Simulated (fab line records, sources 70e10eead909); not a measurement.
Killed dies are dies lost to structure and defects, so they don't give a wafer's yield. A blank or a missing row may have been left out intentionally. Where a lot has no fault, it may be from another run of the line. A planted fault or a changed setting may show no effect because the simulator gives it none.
One fault through the eyes of 2 desks + flow nand harc + each desk has only its own numbers; what lay behind them comes last

== AT THE METROLOGY DESK ==
What the gauges read, lot by lot, whatever tool the lot ran on: means of the sampled wafers that have a number. Any lot whose mean is over 4 standard deviations away from the usual mean is out of limits and marked OUT; that distance is given in the brackets.
Columns: A = cd nm at NHARC_A_M1_CD_MEAS_16, usual 120.4 nm
| lot  | first seen here | A     |
|------|-----------------|-------|
| L453 | day 18 02:20    | 120.8 |
| L456 | day 18 07:33    | 120.7 |
| L455 | day 18 11:29    | 119.1 |
| L457 | day 19 01:47    | 121.4 |
| L459 | day 19 03:07    | 119.8 |
| L458 | day 19 15:25    | 119.8 |
| L460 | day 19 22:16    | 121.4 |
| L461 | day 19 23:05    | 119.1 |
| L465 | day 20 14:26    | 119.4 |
| L472 | day 23 01:34    | 121.4 |
| L474 | day 23 09:54    | 120.1 |
| L473 | day 23 12:43    | 121.4 |
This desk found nothing out of limits on any of the 12 lots.

== THE TOOL OWNER'S DESK: rie diel-13 ==
The tool's own readings at NHARC_P_BONDPAD_ETCH_37 (etches the open film in N2/H2, target depth 60 nm, overetch 18 nm, time 65.91 s): means of the sampled wafers that have a number, for each lot that ran on this tool. Any lot whose mean is over 4 standard deviations away from the usual mean is out of limits and marked OUT; that distance is given in the brackets.
Columns: A = drypump motor current A at NHARC_P_BONDPAD_ETCH_37, usual 5.8 A; B = oes product au at NHARC_P_BONDPAD_ETCH_37, usual 0.998 a.u.; C = rf vpp V at NHARC_P_BONDPAD_ETCH_37, usual 432.5 V; D = showerhead plenum p Torr at NHARC_P_BONDPAD_ETCH_37, usual 2.11 Torr; E = throttle valve pct at NHARC_P_BONDPAD_ETCH_37, usual 14.171 %
| lot  | first seen here | A   | B     | C     | D    | E      |
|------|-----------------|-----|-------|-------|------|--------|
| L456 | day 7 08:58     | 6.0 | 1.007 | 433.8 | 2.16 | 14.177 |
| L457 | day 7 23:20     | 6.0 | 1.004 | 434.2 | 2.16 | 14.175 |
| L458 | day 8 03:22     | 5.9 | 0.998 | 433.7 | 2.16 | 14.172 |
| L460 | day 8 18:14     | 5.8 | 1.000 | 433.6 | 2.15 | 14.164 |
| L461 | day 8 19:28     | 5.8 | 1.004 | 433.8 | 2.15 | 14.170 |
| L472 | day 11 16:55    | 5.9 | 1.014 | 433.9 | 2.15 | 14.166 |
| L474 | day 12 02:37    | 5.9 | 1.019 | 433.5 | 2.15 | 14.175 |
| L473 | day 12 04:32    | 5.9 | 0.980 | 434.4 | 2.17 | 14.167 |
This desk found nothing out of limits on any of the 8 lots.

== ALL TOGETHER ==
At the metrology desk, nothing out of limits was observed.
The desk of the tool owner found nothing out of limits.

== WHAT WAS PUT IN BY THE SIMULATOR ==
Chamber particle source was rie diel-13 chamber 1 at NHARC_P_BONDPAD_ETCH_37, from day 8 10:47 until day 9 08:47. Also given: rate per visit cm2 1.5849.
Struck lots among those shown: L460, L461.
